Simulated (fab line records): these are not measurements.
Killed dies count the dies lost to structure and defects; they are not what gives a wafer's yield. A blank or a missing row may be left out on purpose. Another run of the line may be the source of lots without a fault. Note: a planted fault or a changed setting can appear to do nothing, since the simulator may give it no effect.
Matching of chambers	flow n5 finfet	N5_BEOL_M5_DESCUM_33 on rie diel-02 has 4 sister chambers
The step chemistry O2, time 7 s. 8 wafers are shown with their chamber, then 8 later ones without.

WAFERS WITH THEIR CHAMBER
wafer	chamber	drypump motor current A (A)	showerhead plenum p Torr (Torr)
L080.2	0	5.0	2.03
L080.4	2	6.0	2.15
L085.1	1	5.7	2.03
L085.4	2	6.0	2.15
L086.1	0	5.0	2.03
L086.2	3	6.3	2.10
L086.4	1	5.8	2.03
L091.1	3	6.3	2.09

WAFERS WITHOUT THEIR CHAMBER
wafer	drypump motor current A (A)	showerhead plenum p Torr (Torr)
L091.4	6.0	2.14
L091.6	6.3	2.09
L092.1	6.0	2.14
L092.4	5.0	2.02
L092.5	5.0	2.02
L096.1	5.0	2.02
L096.4	5.8	2.03
L096.5	6.0	2.14

CHAMBER TAKEN BY EACH
wafer	from the rows above	in truth
L091.4	2	2
L091.6	3	3
L092.1	2	2
L092.4	0	0
L092.5	0	0
L096.1	0	0
L096.4	1	1
L096.5	2	2
Correctly placed: 8 of 8. From these rows, 0 cannot be placed. Number placed wrongly: 0.
How it was worked out, from the rows above alone: a wafer's distance from a chamber is the root of the sum, over the readings, of the square of ((its reading less the chamber's mean) divided by the reading's scatter). If the next closest chamber is less than 2 further off than the closest, the wafer can't be placed; otherwise it belongs to the closest. A chamber's mean is the mean of its shown wafers. The scatter: take each reading less its chamber's mean, square it, sum over the shown wafers, divide by the number of wafers less the number of chambers, and take the root.
